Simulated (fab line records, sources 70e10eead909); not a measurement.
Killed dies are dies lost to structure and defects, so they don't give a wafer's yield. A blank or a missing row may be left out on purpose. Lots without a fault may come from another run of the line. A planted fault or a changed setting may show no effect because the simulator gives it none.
Chamber matching | flow nand_harc | NHARC_A_STAIRCASE_TRIM_12 on rie_diel-07: 4 sister chambers
The step chemistry O2, time 211.2 s. 4 wafers are shown with their chamber, then 9 later ones without.

WAFERS WITH THEIR CHAMBER
wafer  | chamber | showerhead_plenum_p_Torr (Torr)
L083.2 | 0       | 3.33
L089.2 | 3       | 3.63
L089.3 | 2       | 3.33
L089.4 | 1       | 3.59

WAFERS WITHOUT THEIR CHAMBER
wafer  | showerhead_plenum_p_Torr (Torr)
L092.1 | 3.59
L092.4 | 3.32
L092.5 | 3.63
L094.2 | 3.58
L094.3 | 3.62
L094.5 | 3.32
L095.3 | 3.32
L095.4 | 3.58
L095.5 | 3.31

WHICH CHAMBER EACH WENT THROUGH
wafer  | from the rows above     | in truth
L092.1 | 1                       | 1
L092.4 | can't be placed: 0 or 2 | 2
L092.5 | 3                       | 3
L094.2 | 1                       | 1
L094.3 | can't be placed: 3 or 1 | 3
L094.5 | can't be placed: 0 or 2 | 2
L095.3 | can't be placed: 0 or 2 | 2
L095.4 | 1                       | 1
L095.5 | can't be placed: 0 or 2 | 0
Placed correctly: 4 of 9. Can't be placed from these rows: 5 (the true chamber is among the candidates in 5). Placed wrongly: 0.
How it was worked out, from the rows above alone: a wafer's distance from a chamber is the root of the sum, over the readings, of the square of ((its reading less the chamber's mean) divided by the reading's scatter). The wafer belongs to the nearest chamber; if the next one is less than 2 further off, it can't be placed. A chamber's mean is the mean of its shown wafers. The scatter: with one shown wafer a chamber, the root of the mean of the squares of how far each hidden wafer lies from its nearest shown one.
